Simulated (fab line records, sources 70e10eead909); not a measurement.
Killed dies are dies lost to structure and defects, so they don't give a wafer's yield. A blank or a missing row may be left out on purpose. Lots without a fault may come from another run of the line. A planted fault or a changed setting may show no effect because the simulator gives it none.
Which tool did it? | flow nand_harc | 24 lots, 72 wafers sampled, at 6 steps of a route of 1159

WHAT THE GAUGES READ, wafer by wafer
The record holds no reading of a measuring or inspecting step that can be judged against a usual standard deviation.

WHICH TOOL RAN EACH LOT (tool, then ch and the chambers of the sampled wafers, then the start)
lot  | NHARC_A_STAIRCASE_ETCH_13                     | NHARC_A_STAIRCASE_ETCH_27                     | NHARC_A_STAIRCASE_STRIP_205          | NHARC_A_STAIRCASE_DESCUM_219       | NHARC_A_STAIRCASE_ETCH_223     | NHARC_A_STAIRCASE_ETCH_225
L074 | rie_diel-04 ch 2,3, day 11 03:03 or earlier   | rie_diel-02 ch 0,3, day 11 03:03 or earlier   | plasma_asher-02 ch 0,1, day 11 03:03 | rie_diel-04 ch 1,3, day 11 04:29   | rie_diel-04 ch 1,3, no start   | rie_diel-04 ch 1,2,3, no start
L075 | rie_diel-02 ch 0,1,3, day 11 12:08 or earlier | rie_diel-02 ch 0,1,3, day 11 12:08 or earlier | plasma_asher-01 ch 0,1, day 11 12:08 | rie_diel-01 ch 0,1,2, day 11 13:40 | rie_diel-01 ch 0,2, no start   | rie_diel-01 ch 0,1,2, no start
L077 | rie_diel-01 ch 1,2,3, day 11 12:49 or earlier | rie_diel-01 ch 1,2, day 11 12:49 or earlier   | plasma_asher-02 ch 0,1, day 11 12:49 | rie_diel-02 ch 0,3, day 11 14:20   | rie_diel-02 ch 0,1,3, no start | rie_diel-02 ch 0,2, no start
L076 | rie_diel-01 ch 1,3, day 11 15:01 or earlier   | rie_diel-01 ch 1,3, day 11 15:01 or earlier   | plasma_asher-02 ch 0,1, day 11 15:01 | rie_diel-04 ch 1,3, day 11 16:25   | rie_diel-04 ch 0,3, no start   | rie_diel-04 ch 0,2,3, no start
L079 | rie_diel-01 ch 1,2,3, day 12 01:11 or earlier | rie_diel-01 ch 0,2, day 12 01:11 or earlier   | plasma_asher-01 ch 0,1, day 12 01:11 | rie_diel-01 ch 0,1,2, day 12 02:37 | rie_diel-01 ch 0,1,2, no start | rie_diel-01 ch 0,2, no start
L078 | rie_diel-02 ch 1,3, day 12 02:18 or earlier   | rie_diel-02 ch 1,2, day 12 02:18 or earlier   | plasma_asher-01 ch 0,1, day 12 02:18 | rie_diel-04 ch 0,1,3, day 12 03:38 | rie_diel-04 ch 0,2,3, no start | rie_diel-04 ch 0,2, no start
L080 | rie_diel-04 ch 0,2,3, day 12 08:28 or earlier | rie_diel-02 ch 1,3, day 12 08:28 or earlier   | plasma_asher-01 ch 0,1, day 12 08:28 | rie_diel-01 ch 0,1, day 12 09:47   | rie_diel-01 ch 0,1, no start   | rie_diel-01 ch 1,2,3, no start
L081 | rie_diel-01 ch 0,1,3, day 12 07:53 or earlier | rie_diel-01 ch 2,3, day 12 07:53 or earlier   | plasma_asher-01 ch 0,1, day 12 07:53 | rie_diel-01 ch 2,3, day 12 09:19   | rie_diel-01 ch 1,2,3, no start | rie_diel-01 ch 2,3, no start
L083 | rie_diel-04 ch 0,2, day 13 01:17 or earlier   | rie_diel-01 ch 0,1, day 13 01:17 or earlier   | plasma_asher-02 ch 0,1, day 13 01:17 | rie_diel-01 ch 1,2,3, day 13 02:52 | rie_diel-01 ch 1,2,3, no start | rie_diel-01 ch 1,3, no start
L082 | rie_diel-01 ch 0,2,3, day 13 01:11 or earlier | rie_diel-01 ch 0,1,3, day 13 01:11 or earlier | plasma_asher-01 ch 0,1, day 13 01:11 | rie_diel-02 ch 0,2,3, day 13 02:43 | rie_diel-02 ch 1,2,3, no start | rie_diel-02 ch 0,2,3, no start
L084 | rie_diel-04 ch 0,1, day 13 20:21 or earlier   | rie_diel-02 ch 0,1,3, day 13 20:21 or earlier | plasma_asher-02 ch 0,1, day 13 20:21 | rie_diel-01 ch 0,2,3, day 13 21:49 | rie_diel-01 ch 1,2,3, no start | rie_diel-01 ch 0,3, no start
L085 | rie_diel-01 ch 1,2,3, day 13 23:02 or earlier | rie_diel-01 ch 0,1,3, day 13 23:02 or earlier | plasma_asher-01 ch 0,1, day 13 23:02 | rie_diel-02 ch 1,2,3, day 14 00:40 | rie_diel-02 ch 0,1,3, no start | rie_diel-02 ch 0,2,3, no start
L088 | rie_diel-01 ch 0,2, day 14 09:50 or earlier   | rie_diel-02 ch 0,1,2, day 14 09:50 or earlier | plasma_asher-01 ch 0,1, day 14 09:50 | rie_diel-04 ch 0,1,2, day 14 11:15 | rie_diel-04 ch 1,2,3, no start | rie_diel-04 ch 1,2,3, no start
L087 | rie_diel-04 ch 0,1,2, day 14 10:57 or earlier | rie_diel-04 ch 1,2,3, day 14 10:57 or earlier | plasma_asher-01 ch 0, day 14 10:57   | rie_diel-04 ch 1,2, day 14 12:18   | rie_diel-04 ch 1,2, no start   | rie_diel-04 ch 0,1,2, no start
L086 | rie_diel-02 ch 0,1,2, day 14 11:32 or earlier | rie_diel-02 ch 0,1,3, day 14 11:32 or earlier | plasma_asher-02 ch 0,1, day 14 11:32 | rie_diel-01 ch 1,2,3, day 14 12:56 | rie_diel-01 ch 1,2,3, no start | rie_diel-01 ch 0,1,3, no start
L089 | rie_diel-02 ch 0,1,3, day 14 21:42 or earlier | rie_diel-02 ch 0,1,2, day 14 21:42 or earlier | plasma_asher-01 ch 0,1, day 14 21:42 | rie_diel-01 ch 1,2,3, day 14 23:16 | rie_diel-01 ch 0,1,3, no start | rie_diel-01 ch 0,1,3, no start
L090 | rie_diel-01 ch 2,3, day 15 00:11 or earlier   | rie_diel-01 ch 1,2,3, day 15 00:11 or earlier | plasma_asher-02 ch 0,1, day 15 00:11 | rie_diel-04 ch 1,2, day 15 01:38   | rie_diel-04 ch 0,1, no start   | rie_diel-04 ch 0,2, no start
L091 | rie_diel-04 ch 0,1,3, day 15 04:28 or earlier | rie_diel-04 ch 1,2,3, day 15 04:28 or earlier | plasma_asher-02 ch 0,1, day 15 04:28 | rie_diel-02 ch 1,2,3, day 15 05:56 | rie_diel-02 ch 0,2,3, no start | rie_diel-02 ch 1,2,3, no start
L092 | rie_diel-04 ch 1,2, day 15 04:04 or earlier   | rie_diel-01 ch 0,2, day 15 04:04 or earlier   | plasma_asher-01 ch 0,1, day 15 04:04 | rie_diel-01 ch 0,1,2, day 15 05:23 | rie_diel-01 ch 1,3, no start   | rie_diel-01 ch 0,2,3, no start
L094 | rie_diel-04 ch 0,2,3, day 15 13:58 or earlier | rie_diel-02 ch 0,1,3, day 15 13:58 or earlier | plasma_asher-02 ch 0,1, day 15 13:58 | rie_diel-02 ch 0,1,3, day 15 15:20 | rie_diel-02 ch 0,2,3, no start | rie_diel-02 ch 0,1,2, no start
L093 | rie_diel-02 ch 1,2, day 15 16:04 or earlier   | rie_diel-04 ch 1,3, day 15 16:04 or earlier   | plasma_asher-02 ch 0,1, day 15 16:04 | rie_diel-04 ch 0,2,3, day 15 17:31 | rie_diel-04 ch 0,1,2, no start | rie_diel-04 ch 0,1,3, no start
L095 | rie_diel-01 ch 0,1,3, day 16 07:23 or earlier | rie_diel-04 ch 0,2, day 16 07:23 or earlier   | plasma_asher-01 ch 0,1, day 16 07:23 | rie_diel-04 ch 0,1,2, day 16 08:53 | rie_diel-04 ch 1,2, no start   | rie_diel-04 ch 0,2, no start
L097 | rie_diel-01 ch 1,3, day 16 11:58 or earlier   | rie_diel-01 ch 0,1,3, day 16 11:58 or earlier | plasma_asher-02 ch 0,1, day 16 11:58 | rie_diel-02 ch 0,2,3, day 16 13:31 | rie_diel-02 ch 0,2, no start   | rie_diel-02 ch 0,1,3, no start
L096 | rie_diel-02 ch 0,1,3, day 16 19:22 or earlier | rie_diel-04 ch 0,1,2, day 16 19:22 or earlier | plasma_asher-02 ch 0,1, day 16 19:22 | rie_diel-01 ch 0,1,3, day 16 20:54 | rie_diel-01 ch 0,2, no start   | rie_diel-01 ch 0,1,2, no start
- NHARC_A_STAIRCASE_ETCH_13: etches the open film in C4F8/O2, target depth 100 nm, time 40.5 s.
- NHARC_A_STAIRCASE_ETCH_27: etches the open film in C4F8/O2, target depth 100 nm, time 40.5 s.
- NHARC_A_STAIRCASE_STRIP_205: strips in O2.
- NHARC_A_STAIRCASE_DESCUM_219: chemistry O2, time 3 s.
- NHARC_A_STAIRCASE_ETCH_223: etches the open film in C4F8/O2, target depth 100 nm, time 40.5 s.
- NHARC_A_STAIRCASE_ETCH_225: etches the open film in C4F8/O2, target depth 100 nm, time 40.5 s.

WHAT THE TOOLS THEMSELVES READ (means of the sampled wafers that have a number; where no wafer has one, the mark that the record gives instead)
NHARC_A_STAIRCASE_ETCH_13. Usual: oes_product_au 0.943 a.u., standard deviation 0.016; rf_vpp_V 894 V, standard deviation 4.4.
lot  | tool        | oes_product_au (a.u.) | rf_vpp_V (V) | flag
L074 | rie_diel-04 | 0.953                 | 893          |
L075 | rie_diel-02 | 0.940                 | 897          |
L077 | rie_diel-01 | 0.933                 | 893          |
L076 | rie_diel-01 | 0.942                 | 891          |
L079 | rie_diel-01 | 0.947                 | 892          |
L078 | rie_diel-02 | 0.920                 | 897          |
L080 | rie_diel-04 | 0.923                 | 894          |
L081 | rie_diel-01 | 0.961                 | 892          |
L083 | rie_diel-04 | 0.931                 | 895          |
L082 | rie_diel-01 | 0.955                 | 892          |
L084 | rie_diel-04 | 0.956                 | 895          |
L085 | rie_diel-01 | 0.944                 | 892          |
L088 | rie_diel-01 | 0.955                 | 891          |
L087 | rie_diel-04 | 0.938                 | 895          |
L086 | rie_diel-02 | 0.931                 | 892          |
L089 | rie_diel-02 | 0.926                 | 896          |
L090 | rie_diel-01 | 0.938                 | 894          |
L091 | rie_diel-04 | 0.945                 | 895          |
L092 | rie_diel-04 | 0.941                 | 895          |
L094 | rie_diel-04 | 0.957                 | 892          |
L093 | rie_diel-02 | 0.961                 | 901          |
L095 | rie_diel-01 | 0.948                 | 896          |
L097 | rie_diel-01 | 0.937                 | 900          |
L096 | rie_diel-02 | 0.969                 | 896          |

NHARC_A_STAIRCASE_ETCH_27. Usual: oes_product_au 0.947 a.u., standard deviation 0.011; rf_vpp_V 894 V, standard deviation 4.8.
lot  | tool        | oes_product_au (a.u.) | rf_vpp_V (V) | flag
L074 | rie_diel-02 | 0.938                 | 895          |
L075 | rie_diel-02 | 0.950                 | 896          |
L077 | rie_diel-01 | 0.937                 | 890          |
L076 | rie_diel-01 | 0.944                 | 895          |
L079 | rie_diel-01 | 0.959                 | 891          |
L078 | rie_diel-02 | 0.951                 | 894          |
L080 | rie_diel-02 | 0.956                 | 898          |
L081 | rie_diel-01 | 0.944                 | 894          |
L083 | rie_diel-01 | 0.956                 | 888          |
L082 | rie_diel-01 | 0.944                 | 891          |
L084 | rie_diel-02 | 0.962                 | 897          |
L085 | rie_diel-01 | 0.952                 | 891          |
L088 | rie_diel-02 | 0.945                 | 893          |
L087 | rie_diel-04 | 0.954                 | 894          |
L086 | rie_diel-02 | 0.948                 | 896          |
L089 | rie_diel-02 | 0.949                 | 893          |
L090 | rie_diel-01 | 0.945                 | 899          |
L091 | rie_diel-04 | 0.930                 | 894          |
L092 | rie_diel-01 | 0.934                 | 888          |
L094 | rie_diel-02 | 0.961                 | 897          |
L093 | rie_diel-04 | 0.939                 | 892          |
L095 | rie_diel-04 | 0.949                 | 894          |
L097 | rie_diel-01 | 0.946                 | 897          |
L096 | rie_diel-04 | 0.954                 | 896          |

NHARC_A_STAIRCASE_STRIP_205. Usual: drypump_motor_current_A 5.9 A, standard deviation 0.43; heater_power_w 308 W, standard deviation 27.
lot  | tool            | drypump_motor_current_A (A) | heater_power_w (W) | flag
L074 | plasma_asher-02 | 6.1                         | 332                |
L075 | plasma_asher-01 | 5.7                         | 281                |
L077 | plasma_asher-02 | 6.2                         | 331                |
L076 | plasma_asher-02 | 6.0                         | 332                |
L079 | plasma_asher-01 | 5.5                         | 285                |
L078 | plasma_asher-01 | 5.5                         | 287                |
L080 | plasma_asher-01 | 5.7                         | 279                |
L081 | plasma_asher-01 | 5.7                         | 279                |
L083 | plasma_asher-02 | 6.0                         | 331                |
L082 | plasma_asher-01 | 5.5                         | 285                |
L084 | plasma_asher-02 | 6.0                         | 328                |
L085 | plasma_asher-01 | 5.7                         | 278                |
L088 | plasma_asher-01 | 5.5                         | 286                |
L087 | plasma_asher-01 | 6.0                         | 276                |
L086 | plasma_asher-02 | 6.0                         | 332                |
L089 | plasma_asher-01 | 5.7                         | 275                |
L090 | plasma_asher-02 | 6.2                         | 330                |
L091 | plasma_asher-02 | 6.1                         | 331                |
L092 | plasma_asher-01 | 5.5                         | 282                |
L094 | plasma_asher-02 | 6.2                         | 336                |
L093 | plasma_asher-02 | 6.1                         | 331                |
L095 | plasma_asher-01 | 5.5                         | 283                |
L097 | plasma_asher-02 | 6.0                         | 335                |
L096 | plasma_asher-02 | 6.2                         | 330                |

NHARC_A_STAIRCASE_DESCUM_219. Usual: drypump_motor_current_A 5.5 A, standard deviation 0.41; oes_product_au 1.005 a.u., standard deviation 0.0094; rf_vpp_V 57.7 V, standard deviation 0.93; showerhead_plenum_p_Torr 1.89 Torr, standard deviation 0.071; throttle_valve_pct 11.311 %, standard deviation 0.0092.
lot  | tool        | drypump_motor_current_A (A) | oes_product_au (a.u.) | rf_vpp_V (V) | showerhead_plenum_p_Torr (Torr) | throttle_valve_pct (%) | flag
L074 | rie_diel-04 | 5.1                         | 1.006                 | 56.8         | 1.86                            | 11.303                 |
L075 | rie_diel-01 | 5.6                         | 1.003                 | 56.8         | 1.81                            | 11.314                 |
L077 | rie_diel-02 | 5.8                         | 1.001                 | 58.4         | 1.90                            | 11.305                 |
L076 | rie_diel-04 | 5.1                         | 1.008                 | 57.3         | 1.86                            | 11.313                 |
L079 | rie_diel-01 | 5.6                         | 1.004                 | 58.1         | 1.81                            | 11.316                 |
L078 | rie_diel-04 | 5.2                         | 1.006                 | 57.9         | 1.89                            | 11.318                 |
L080 | rie_diel-01 | 5.5                         | 1.006                 | 57.2         | 1.79                            | 11.304                 |
L081 | rie_diel-01 | 5.7                         | 1.003                 | 58.1         | 1.91                            | 11.314                 |
L083 | rie_diel-01 | 5.5                         | 1.004                 | 57.2         | 1.85                            | 11.307                 |
L082 | rie_diel-02 | 5.5                         | 1.006                 | 56.7         | 1.86                            | 11.311                 |
L084 | rie_diel-01 | 5.9                         | 1.010                 | 58.1         | 1.85                            | 11.312                 |
L085 | rie_diel-02 | 5.4                         | 1.001                 | 57.8         | 1.87                            | 11.311                 |
L088 | rie_diel-04 | 5.4                         | 1.004                 | 58.5         | 1.90                            | 11.307                 |
L087 | rie_diel-04 | 5.2                         | 1.013                 | 58.3         | 1.90                            | 11.313                 |
L086 | rie_diel-01 | 5.5                         | 0.996                 | 57.9         | 1.95                            | 11.306                 |
L089 | rie_diel-01 | 5.5                         | 1.000                 | 57.2         | 1.95                            | 11.320                 |
L090 | rie_diel-04 | 5.5                         | 1.015                 | 57.2         | 1.90                            | 11.310                 |
L091 | rie_diel-02 | 5.4                         | 1.015                 | 57.8         | 1.98                            | 11.308                 |
L092 | rie_diel-01 | 5.6                         | 0.996                 | 57.1         | 1.90                            | 11.305                 |
L094 | rie_diel-02 | 5.6                         | 1.020                 | 57.9         | 1.91                            | 11.310                 |
L093 | rie_diel-04 | 5.5                         | 0.998                 | 57.9         | 1.87                            | 11.306                 |
L095 | rie_diel-04 | 5.5                         | 1.005                 | 57.5         | 1.90                            | 11.312                 |
L097 | rie_diel-02 | 5.5                         | 1.012                 | 57.6         | 1.95                            | 11.305                 |
L096 | rie_diel-01 | 5.4                         | 0.999                 | 58.7         | 1.93                            | 11.302                 |

NHARC_A_STAIRCASE_ETCH_223. Usual: oes_product_au 0.944 a.u., standard deviation 0.013; rf_vpp_V 894 V, standard deviation 4.6.
lot  | tool        | oes_product_au (a.u.) | rf_vpp_V (V) | flag
L074 | rie_diel-04 | 0.939                 | 892          |
L075 | rie_diel-01 | 0.952                 | 890          |
L077 | rie_diel-02 | 0.947                 | 896          |
L076 | rie_diel-04 | 0.942                 | 892          |
L079 | rie_diel-01 | 0.952                 | 889          |
L078 | rie_diel-04 | 0.934                 | 893          |
L080 | rie_diel-01 | 0.943                 | 887          |
L081 | rie_diel-01 | 0.940                 | 892          |
L083 | rie_diel-01 | 0.951                 | 893          |
L082 | rie_diel-02 | 0.958                 | 893          |
L084 | rie_diel-01 | 0.953                 | 892          |
L085 | rie_diel-02 | 0.944                 | 896          |
L088 | rie_diel-04 | 0.933                 | 893          |
L087 | rie_diel-04 | 0.933                 | 895          |
L086 | rie_diel-01 | 0.943                 | 899          |
L089 | rie_diel-01 | 0.936                 | 897          |
L090 | rie_diel-04 | 0.933                 | 895          |
L091 | rie_diel-02 | 0.958                 | 898          |
L092 | rie_diel-01 | 0.934                 | 899          |
L094 | rie_diel-02 | 0.943                 | 899          |
L093 | rie_diel-04 | 0.948                 | 895          |
L095 | rie_diel-04 | 0.935                 | 894          |
L097 | rie_diel-02 | 0.951                 | 901          |
L096 | rie_diel-01 | 0.928                 | 888          |

NHARC_A_STAIRCASE_ETCH_225. Usual: oes_product_au 0.946 a.u., standard deviation 0.013; rf_vpp_V 894 V, standard deviation 5.2.
lot  | tool        | oes_product_au (a.u.) | rf_vpp_V (V) | flag
L074 | rie_diel-04 | 0.947                 | 894          |
L075 | rie_diel-01 | 0.942                 | 889          |
L077 | rie_diel-02 | 0.949                 | 890          |
L076 | rie_diel-04 | 0.941                 | 894          |
L079 | rie_diel-01 | 0.948                 | 892          |
L078 | rie_diel-04 | 0.947                 | 894          |
L080 | rie_diel-01 | 0.942                 | 893          |
L081 | rie_diel-01 | 0.939                 | 896          |
L083 | rie_diel-01 | 0.947                 | 894          |
L082 | rie_diel-02 | 0.949                 | 892          |
L084 | rie_diel-01 | 0.951                 | 891          |
L085 | rie_diel-02 | 0.951                 | 892          |
L088 | rie_diel-04 | 0.943                 | 893          |
L087 | rie_diel-04 | 0.930                 | 895          |
L086 | rie_diel-01 | 0.943                 | 897          |
L089 | rie_diel-01 | 0.945                 | 897          |
L090 | rie_diel-04 | 0.941                 | 895          |
L091 | rie_diel-02 | 0.956                 | 900          |
L092 | rie_diel-01 | 0.932                 | 893          |
L094 | rie_diel-02 | 0.951                 | 899          |
L093 | rie_diel-04 | 0.953                 | 893          |
L095 | rie_diel-04 | 0.939                 | 895          |
L097 | rie_diel-02 | 0.964                 | 896          |
L096 | rie_diel-01 | 0.937                 | 895          |

THE ANSWER, worked out from the rows above alone
Rule: a lot is off if the mean of its wafers that have a number lies more than 3 standard deviations from the usual mean. A lot without any number at a reading at which 4 lots or more have one is off too. The other lots that the step has rows for count as sound. The gauges are gone through in route order, then the tools' own readings, and for those a lot's mean is taken as printed above. The first step at which some lot is off is used, and at that step the reading that is off furthest; a lot without a number counts as furthest.
No lot is off at any reading shown: from this, nothing can be told.

WHAT THE SIMULATOR HAD PUT IN
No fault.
